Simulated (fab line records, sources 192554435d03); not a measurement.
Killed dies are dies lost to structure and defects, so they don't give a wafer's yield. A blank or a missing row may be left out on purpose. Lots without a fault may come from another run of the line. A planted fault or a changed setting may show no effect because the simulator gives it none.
fab line records | flow n5_finfet
record lots=9 wafers=26 last_day=18
route steps=1938 shown MOL_CONTACT_COAG@589 BEOL_M4@1111
lots that met no fault: from a run of the same line without faults
start_h: hours from the record's first day to the start of the lot's first wafer shown | wait_h: hours since the lot's step before | " the same as in the row above | L1.1+2: a row that stands for several wafers | - no value, or no start given | * or withheld: withheld | < > ~ a bound
route shown NAME@n: a module of which the file shows steps, and the number in the route of the first | usual: mean/standard deviation of fault-free wafers | same: alike in all rows | chamber/n: place in a boat | sites: the reading at each site | _std_site: their standard deviation | _edge_site: outer sites' mean less inner sites' | radius_mm: how far each site lies from the wafer's centre | mask NAME#n: copy n | behind: the tool/chamber that last shaped the wafer | hold: why the lot was held/for how many hours/how that ended | device: the transistor (n, p or np) that didn't switch | end of line: the same wafers' tests at the end of the route | a step without rows: its recipe alone | killed: dies lost to structure and defects at the first sort, not the wafer's yield | map: a wafer's dies, x killed, . not, _ none there
set.NAME: the setting as run; set.NAME@STEP: as run at that earlier step | model.NAME: the simulator's own value behind a step, which no gauge read
steps of the route over a sample of lots; a table a step, a row a wafer
services: from which hour (start_h, from the record's first day; less than 0 if before it) a tool's chamber was out of use, for how many hours, and why
## steps
# step N5_MOL_CONTACT_COAG_STRIP_119
# recipe chemistry=N2/H2 time_s=30 power_w=1000 temp_c=250 pressure_mtorr=withheld n2_flow_sccm=1750 h2_flow_sccm=3250
# usual drypump_motor_current_A=5.78/0.11 heater_power_w=296/14
# columns lot.wafer tool chamber start_h wait_h drypump_motor_current_A heater_power_w rf_hours_counter_h
L797.3 plasma_asher-02 1 103.83 0.1 5.95 307 -
L797.5 " 0 " " 5.69 265 -
L798.1 plasma_asher-02 1 114.20 0.1 5.92 300 97
L798.2 " 0 " " 5.67 275 97
L798.5 " 0 " " 5.67 275 -
L801.1 plasma_asher-02 1 140.08 0.1 5.92 298 103
L801.4 " 0 " " 5.67 274 -
L801.6 " 1 " " 5.92 310 -
L807.1 plasma_asher-02 0 165.69 0.1 5.66 276 108
L807.2 " 1 " " 5.92 301 108
L807.5 " 1 " " 5.91 299 -
L810.2 plasma_asher-02 0 183.84 0.1 5.66 279 111
L810.5 " 0 " " 5.66 276 -
L810.6 " 1 " " 5.95 308 -
L814.1 plasma_asher-01 1 208.14 0.1 5.69 310 60
L814.4 " 1 " " 5.69 296 -
L814.6 " 1 " " 5.69 299 -
L815.1 plasma_asher-02 1 214.81 0.1 5.95 296 117
L815.3 " 0 " " 5.67 278 -
L815.5 " 0 " " 5.67 273 -
L817.2 plasma_asher-01 0 223.94 0.1 5.81 305 63
L817.3 " 0 " " 5.80 311 -
L817.5 " 1 " " 5.66 305 -
L818.2 plasma_asher-01 0 232.92 0.1 5.80 307 67
L818.4 " 0 " " 5.84 312 -
L818.6 " 0 " " 5.82 317 -
# step N5_MOL_CONTACT_COAG_DESCUM_45
# recipe chemistry=O2 time_s=7 source_power_w=50 bias_power_w=20 pressure_mtorr=20 rf_frequency_hz=2.712e+07 temp_c=40 resist=CAR-EUV o2_flow_sccm=225
# usual drypump_motor_current_A=5.6/0.65 oes_product_au=0.82/0.095 rf_vpp_V=242.4/1.3 showerhead_plenum_p_Torr=2.05/0.066 throttle_valve_pct=20.46/0.21
# columns lot.wafer tool chamber start_h wait_h drypump_motor_current_A oes_product_au rf_hours_counter_h rf_vpp_V showerhead_plenum_p_Torr throttle_valve_pct
L797.3 rie_diel-06 1 104.72 0.4 4.8 0.85 65 242.0 2.02 20.29
L797.5 " 1 " " 4.8 0.85 - 240.8 2.02 20.30
L798.1 rie_diel-03 1 114.91 0.0 6.6 0.71 205 241.3 1.98 20.59
L798.2 " 0 " " 5.0 0.94 16 244.1 2.16 20.62
L798.5 " 1 " " 6.6 0.70 - 240.2 1.98 20.58
L801.1 rie_diel-03 2 140.95 0.2 4.8 0.93 17 244.0 2.07 20.09
L801.4 " 1 " " 6.6 0.68 215 242.1 1.97 20.62
L801.6 " 0 " " 5.0 0.91 - 244.1 2.15 20.64
L807.1 rie_diel-03 3 166.55 0.3 6.5 0.94 16 245.8 2.22 20.08
L807.2 " 2 " " 4.8 0.92 27 242.3 2.06 20.10
L807.5 " 2 " " 4.8 0.93 - 241.7 2.06 20.11
L810.2 rie_diel-04 0 184.59 0.2 5.5 0.75 141 241.1 2.00 20.41
L810.5 " 1 " " 6.1 0.86 - 242.3 2.06 20.37
L810.6 " 0 " " 5.5 0.75 - 241.1 2.00 20.40
L814.1 rie_diel-06 3 208.86 0.0 6.7 0.93 22 243.0 2.07 20.53
L814.4 " 1 " " 4.9 0.81 104 241.7 2.00 20.37
L814.6 " 1 " " 4.9 0.80 - 241.7 2.00 20.36
L815.1 rie_diel-04 2 215.46 0.1 5.9 0.68 241 243.2 2.04 20.56
L815.3 " 3 " " 5.6 0.85 78 241.9 2.06 20.74
L815.5 " 2 " " 5.9 0.67 - 243.2 2.04 20.55
L817.2 rie_diel-06 3 224.77 0.1 6.7 0.93 27 242.5 2.06 20.53
L817.3 " 0 " " 5.1 0.82 78 241.6 2.02 20.38
L817.5 " 1 " " 4.8 0.80 - 241.6 2.00 20.36
L818.2 rie_diel-04 2 233.52 0.0 5.9 0.67 248 242.6 2.04 20.57
L818.4 " 0 " " 5.5 0.74 153 242.0 1.99 20.41
L818.6 " 0 " " 5.5 0.75 - 242.4 1.99 20.41
# step N5_MOL_CONTACT_COAG_ETCH_65
# recipe chemistry=N2/H2 target=underlayer target_depth_a=130 mask_material=CAR-EUV time_s=10.4 ion_energy_ev=200 pressure_mtorr=30 source_w=840 bias_w=150 n2_flow_sccm=200 h2_flow_sccm=200 ends=cleared
# usual bias_w=150.0/0.39 drypump_motor_current_A=5.7/0.65 etch_rf_on_time_s=10.37/0.26 oes_product_au=0.70/0.078 rf_vpp_V=522.4/2.2 showerhead_plenum_p_Torr=2.49/0.069 throttle_valve_pct=17.91/0.24
# columns lot.wafer tool chamber start_h wait_h bias_w drypump_motor_current_A etch_rf_on_time_s oes_product_au rf_hours_counter_h rf_vpp_V showerhead_plenum_p_Torr throttle_valve_pct
L797.3 rie_diel-06 1 104.75 0.0 150.4 4.9 10.44 0.72 65 522.0 2.48 17.85
L797.5 " 1 " " 149.8 4.9 10.43 0.72 - 521.1 2.48 17.84
L798.1 rie_diel-03 1 114.95 0.0 150.8 6.6 10.49 0.59 205 521.6 2.43 18.27
L798.2 " 0 " " 149.9 5.0 10.36 0.80 16 525.3 2.60 17.89
L798.5 " 1 " " 150.4 6.6 10.48 0.60 - 520.5 2.43 18.27
L801.1 rie_diel-03 2 140.98 0.0 149.8 4.8 10.21 0.80 17 523.3 2.51 17.57
L801.4 " 1 " " 150.4 6.6 10.40 0.59 215 519.3 2.43 18.27
L801.6 " 0 " " 149.6 5.0 10.41 0.78 - 527.4 2.59 17.88
L807.1 rie_diel-03 3 166.59 0.0 150.4 6.5 16.77 0.61 16 527.6 2.69 17.40
L807.2 " 2 " " 149.3 4.8 10.13 0.78 27 520.8 2.51 17.58
L807.5 " 2 " " 150.2 4.8 10.09 0.79 - 523.2 2.51 17.58
L810.2 rie_diel-04 0 184.63 0.0 150.5 5.5 10.63 0.63 141 519.6 2.44 17.90
L810.5 " 1 " " 150.1 6.1 9.87 0.74 - 521.2 2.48 17.60
L810.6 " 0 " " 149.7 5.5 10.56 0.63 - 521.8 2.44 17.90
L814.1 rie_diel-06 3 208.89 0.0 150.4 6.7 10.92 0.78 22 522.0 2.48 17.76
L814.4 " 1 " " 149.6 4.9 10.40 0.69 104 521.5 2.47 17.91
L814.6 " 1 " " 150.0 4.9 10.37 0.69 - 519.2 2.47 17.91
L815.1 rie_diel-04 2 215.50 0.0 150.2 5.8 10.25 0.60 241 524.6 2.51 18.14
L815.3 " 3 " " 150.1 5.7 10.11 0.72 78 522.4 2.45 17.96
L815.5 " 2 " " 150.0 5.8 10.19 0.59 - 521.7 2.51 18.14
L817.2 rie_diel-06 3 224.80 0.0 149.7 6.7 10.68 0.77 27 521.6 2.48 17.77
L817.3 " 0 " " 149.8 5.1 10.47 0.70 78 521.3 2.47 17.94
L817.5 " 1 " " 149.9 4.9 10.33 0.68 - 522.4 2.46 17.93
L818.2 rie_diel-04 2 233.56 0.0 150.0 5.9 10.22 0.58 248 522.1 2.50 18.17
L818.4 " 0 " " 149.6 5.5 10.75 0.61 153 520.1 2.44 17.91
L818.6 " 0 " " 149.6 5.5 10.61 0.63 - 519.9 2.44 17.93
# step N5_MOL_CONTACT_COAG_ETCH_66
# recipe chemistry=CF4 target=SiARC target_depth_a=130 mask_material=CAR-EUV time_s=21.7 ion_energy_ev=80 pressure_mtorr=40 source_w=545 bias_w=36 Ar_flow_sccm=100 cf4_flow_sccm=100 ends=cleared
# usual bias_w=36.00/0.11 drypump_motor_current_A=5.6/0.65 etch_rf_on_time_s=21.7/0.51 oes_product_au=0.70/0.078 rf_vpp_V=183.6/1.2 showerhead_plenum_p_Torr=2.10/0.059 throttle_valve_pct=15.63/0.24
# columns lot.wafer tool chamber start_h wait_h bias_w drypump_motor_current_A etch_rf_on_time_s oes_product_au rf_hours_counter_h rf_vpp_V showerhead_plenum_p_Torr throttle_valve_pct
L797.3 rie_diel-06 1 104.77 0.0 35.90 4.9 21.5 0.73 65 182.2 2.08 15.56
L797.5 " 1 " " 35.76 4.8 21.5 0.73 - 184.8 2.08 15.57
L798.1 rie_diel-03 1 114.97 0.0 36.11 6.6 21.7 0.60 205 181.1 2.04 15.85
L798.2 " 0 " " 35.87 5.0 21.4 0.80 16 184.4 2.19 15.65
L798.5 " 1 " " 36.05 6.5 21.7 0.60 - 182.6 2.04 15.88
L801.1 rie_diel-03 2 141.00 0.0 36.08 4.8 21.5 0.79 17 182.5 2.10 15.14
L801.4 " 1 " " 35.95 6.6 21.8 0.59 215 181.8 2.04 15.88
L801.6 " 0 " " 35.92 5.0 21.8 0.77 - 185.3 2.19 15.67
L807.1 rie_diel-03 3 166.60 0.0 35.93 6.5 21.0 0.78 16 187.3 2.27 15.29
L807.2 " 2 " " 35.94 4.8 21.4 0.77 27 183.2 2.09 15.16
L807.5 " 2 " " 35.88 4.8 21.4 0.78 - 183.1 2.10 15.17
L810.2 rie_diel-04 0 184.65 0.0 35.93 5.5 22.3 0.64 141 184.1 2.06 15.64
L810.5 " 1 " " 35.93 6.1 20.7 0.75 - 182.0 2.09 15.39
L810.6 " 0 " " 36.00 5.5 22.1 0.63 - 182.4 2.06 15.65
L814.1 rie_diel-06 3 208.91 0.0 36.12 6.7 22.6 0.78 22 184.6 2.10 15.51
L814.4 " 1 " " 35.87 4.9 22.0 0.68 104 183.1 2.07 15.62
L814.6 " 1 " " 35.89 4.9 21.8 0.70 - 183.1 2.07 15.63
L815.1 rie_diel-04 2 215.52 0.0 35.96 5.9 21.4 0.58 241 183.1 2.12 15.95
L815.3 " 3 " " 36.11 5.7 21.2 0.71 78 182.8 2.10 15.80
L815.5 " 2 " " 35.85 5.9 21.5 0.59 - 184.4 2.12 15.94
L817.2 rie_diel-06 3 224.82 0.0 36.19 6.7 22.3 0.78 27 184.1 2.09 15.54
L817.3 " 0 " " 36.05 5.2 22.0 0.70 78 184.0 2.10 15.65
L817.5 " 1 " " 36.00 4.9 21.4 0.69 - 183.1 2.07 15.64
L818.2 rie_diel-04 2 233.58 0.0 36.14 5.8 21.5 0.58 248 181.9 2.12 15.93
L818.4 " 0 " " 36.12 5.5 22.1 0.62 153 183.2 2.06 15.66
L818.6 " 0 " " 36.18 5.5 22.2 0.62 - 184.8 2.06 15.64
# step N5_BEOL_M4_RC_MEAS_101
# usual DIBL_N=36.0/1.6 DIBL_P=36.1/2 IOFF_N=0.160/0.029 IOFF_P=0.21/0.039 ION_N=675/13 ION_P=464/8.8 SS_N=71.5/0.58 SS_P=73.3/0.65 VT_N=250/3.3 VT_P=-249/3.6
# columns lot.wafer tool chamber start_h wait_h DIBL_N[mV/V] DIBL_P[mV/V] IOFF_N[nA/um] IOFF_P[nA/um] ION_N[uA/um] ION_P[uA/um] SS_N[mV/dec] SS_P[mV/dec] VT_N[mV] VT_P[mV]
L797.3 prober-01 0 169.61 0.3 37.5 36.4 0.174 0.24 666 460 71.8 74.0 251 -248
L797.5 " 0 " " 36.0 34.5 0.149 0.21 667 460 71.1 72.7 251 -250
L798.1 prober-01 0 175.16 0.0 34.1 34.5 0.128 0.17 666 456 72.0 72.5 252 -252
L798.2 " 0 " " 36.9 37.5 0.173 0.22 693 473 71.0 73.4 248 -248
L798.5 " 0 " " 33.7 33.5 0.118 0.15 665 452 71.2 72.2 255 -255
L801.1 prober-02 0 204.65 0.0 38.0 36.8 0.166 0.23 681 471 71.6 73.6 250 -248
L801.4 " 0 " " 36.7 35.3 0.154 0.22 677 465 70.8 73.0 250 -249
L801.6 " 0 " " 37.5 37.1 0.152 0.23 670 465 72.2 73.3 252 -247
L807.1 prober-01 0 236.24 0.0 38.9 40.7 0.232 0.32 697 482 72.8 74.6 244 -243
L807.2 " 0 " " 38.3 39.9 0.210 0.31 696 487 71.8 74.6 245 -243
L807.5 " 0 " " 37.0 38.5 0.171 0.26 671 474 72.0 73.7 252 -245
L810.2 prober-02 0 244.19 0.2 34.7 34.2 0.134 0.21 668 469 71.9 72.6 251 -248
L810.5 " 0 " " 35.0 33.5 0.135 0.19 665 457 71.2 72.5 252 -252
L810.6 " 0 " " 34.6 34.1 0.135 0.20 664 463 70.7 72.9 251 -251
L814.1 prober-02 0 286.33 0.0 37.0 37.9 0.177 0.24 694 478 72.3 73.2 245 -245
L814.4 " 0 " " 38.7 39.9 0.218 0.30 711 482 72.2 74.3 244 -244
L814.6 " 0 " " 38.2 40.1 0.195 0.29 689 480 72.1 73.8 244 -244
L817.2 prober-02 0 294.61 0.2 31.8 33.0 0.115 0.18 667 461 70.8 72.4 256 -250
L817.3 " 0 " " 32.8 34.9 0.123 0.21 663 468 71.1 73.2 254 -246
L817.5 " 0 " " 35.6 37.3 0.171 0.24 681 471 71.3 73.8 249 -247
L815.1 prober-01 0 297.94 0.0 34.8 34.0 0.146 0.17 687 463 70.9 72.3 247 -252
L815.3 " 0 " " 36.2 35.5 0.154 0.20 681 469 71.5 73.7 248 -250
L815.5 " 0 " " 36.8 35.9 0.174 0.21 699 468 71.2 73.0 247 -250
L818.2 prober-02 0 303.43 0.2 34.6 33.6 0.128 0.19 664 462 70.7 72.0 253 -247
L818.4 " 0 " " 35.0 35.3 0.139 0.21 657 458 71.5 72.9 253 -251
L818.6 " 0 " " 37.1 37.7 0.180 0.25 682 465 71.9 74.1 247 -247
## services
# columns tool chamber start_h hours kind
rie_diel-06 3 81.71 6.0 repair
rie_diel-03 - 97.60 2.8 pm
rie_diel-03 3 101.64 - clean
rie_diel-03 3 101.64 - consumable_replace:focus_ring
rie_diel-03 3 101.64 - consumable_replace:showerhead
rie_diel-03 3 101.64 20.1 scheduled_down
rie_diel-03 3 101.64 20.1 vent_cycle
rie_diel-04 1 120.81 9.9 repair
rie_diel-06 3 135.20 - clean
rie_diel-06 3 135.20 - consumable_replace:focus_ring
rie_diel-06 3 135.20 16.4 scheduled_down
rie_diel-06 3 135.20 16.4 vent_cycle
rie_diel-04 0 148.13 8.1 repair
plasma_asher-02 - 152.51 4.4 repair
plasma_asher-01 - 181.70 2.5 repair
plasma_asher-01 - 190.16 5.4 repair
plasma_asher-02 - 224.38 9.2 repair
## key
first_sign step=N5_MOL_CONTACT_COAG_ETCH_65 reading=etch_rf_on_time_s direction=up sigmas=25 usual=* struck=*
effect none on later readings
met_at N5_MOL_CONTACT_COAG_ETCH_65
struck_lots L807
struck_wafers L807.1
not_acting_at N5_MOL_CONTACT_COAG_STRIP_119,N5_MOL_CONTACT_COAG_DESCUM_45,N5_MOL_CONTACT_COAG_ETCH_66
onset_between 140.98 166.59
fault kind=process_parameter_drift tool=rie_diel-03 chamber=- onset_h=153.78 steps=N5_MOL_CONTACT_COAG_ETCH_65 channel=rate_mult offset=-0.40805 shape=step end_h=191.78 scope=struck_wafers_only
